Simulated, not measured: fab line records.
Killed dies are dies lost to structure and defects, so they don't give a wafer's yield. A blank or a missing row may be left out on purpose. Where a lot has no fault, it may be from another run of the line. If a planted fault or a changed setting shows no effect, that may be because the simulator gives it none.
Chamber matching    flow nandHarc    NHARC_A_CONTACT_DEP_85 on pecvd-02 has 3 sister chambers
The step deposits SiON, target thk 50 nm. 6 wafers are shown with their chamber, then 12 later ones without.

WAFERS PAIRED WITH THEIR CHAMBERS
wafer   chamber  heaterPowerW (W)
L084.4  2        810
L088.4  1        679
L088.6  0        606
L086.1  0        700
L086.2  1        806
L086.3  2        845

WAFERS MISSING THEIR CHAMBER
wafer   heaterPowerW (W)
L089.3  746
L089.4  815
L089.6  779
L090.2  833
L090.4  773
L090.5  720
L095.2  827
L095.5  732
L095.6  816
L094.1  780
L094.2  721
L094.3  793

EACH ONE'S CHAMBER
wafer   from the rows above           in truth
L089.3  can't be placed: 1 or 2 or 0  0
L089.4  can't be placed: 2 or 1       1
L089.6  can't be placed: 1 or 2 or 0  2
L090.2  can't be placed: 2 or 1       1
L090.4  can't be placed: 1 or 2 or 0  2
L090.5  can't be placed: 1 or 0 or 2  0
L095.2  can't be placed: 2 or 1       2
L095.5  can't be placed: 1 or 0 or 2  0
L095.6  can't be placed: 2 or 1       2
L094.1  can't be placed: 1 or 2 or 0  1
L094.2  can't be placed: 1 or 0 or 2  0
L094.3  can't be placed: 2 or 1 or 0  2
Placed correctly: 0 of 12. Not placeable from these rows: 12 (in 12, the candidates include the true chamber). Number placed wrongly: 0.
How it was worked out, from the rows above alone: a wafer's distance from a chamber is the root of the sum, over the readings, of the square of ((its reading less the chamber's mean) divided by the reading's scatter). If the next closest chamber is less than 2 further off than the closest, the wafer can't be placed; otherwise it belongs to the closest. The mean given for a chamber averages the wafers shown for that chamber. The scatter: take each reading less its chamber's mean, square it, sum over the shown wafers, divide by the number of wafers less the number of chambers, and take the root.
